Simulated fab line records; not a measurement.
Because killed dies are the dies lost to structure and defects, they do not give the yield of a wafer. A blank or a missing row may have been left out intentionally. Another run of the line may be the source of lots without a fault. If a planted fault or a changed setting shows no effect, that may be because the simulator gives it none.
Chamber matching | flow nand_harc | pecvd-02 running NHARC_A_STAIRCASE_DEP_151: 3 sister chambers
The step deposits SiO2, target thk 7200 nm. 6 wafers are shown with their chamber, then 11 later ones without.

## EACH WAFER AND ITS CHAMBER
wafer  | chamber | heater_power_w (W)
L091.1 | 2       | 803
L091.4 | 1       | 570
L091.2 | 0       | 527
L091.5 | 0       | 444
L091.6 | 2       | 643
L092.1 | 1       | 720

## WAFERS MISSING THEIR CHAMBER
wafer  | heater_power_w (W)
L092.3 | 512
L092.5 | 573
L093.3 | 546
L093.4 | 655
L093.5 | 579
L094.3 | 679
L094.5 | 584
L094.6 | 636
L096.2 | 714
L096.5 | 566
L096.6 | 446

## CHAMBER TAKEN BY EACH
wafer  | from the rows above          | in truth
L092.3 | can't be placed: 0 or 1 or 2 | 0
L092.5 | can't be placed: 1 or 0 or 2 | 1
L093.3 | can't be placed: 0 or 1 or 2 | 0
L093.4 | can't be placed: 1 or 2 or 0 | 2
L093.5 | can't be placed: 1 or 0 or 2 | 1
L094.3 | can't be placed: 1 or 2 or 0 | 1
L094.5 | can't be placed: 1 or 0 or 2 | 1
L094.6 | can't be placed: 1 or 2 or 0 | 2
L096.2 | can't be placed: 2 or 1      | 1
L096.5 | can't be placed: 1 or 0 or 2 | 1
L096.6 | can't be placed: 0 or 1      | 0
Correct placement for 0 of the 11. Not placeable from these rows: 11 (in 11, the candidates include the true chamber). Number placed wrongly: 0.
How it was worked out, from the rows above alone: a wafer's distance from a chamber is the root of the sum, over the readings, of the square of ((its reading less the chamber's mean) divided by the reading's scatter). The wafer belongs to the nearest chamber; if the next one is less than 2 further off, it can't be placed. For every chamber, the mean is computed from those of its wafers that are shown. The scatter: take each reading less its chamber's mean, square it, sum over the shown wafers, divide by the number of wafers less the number of chambers, and take the root.
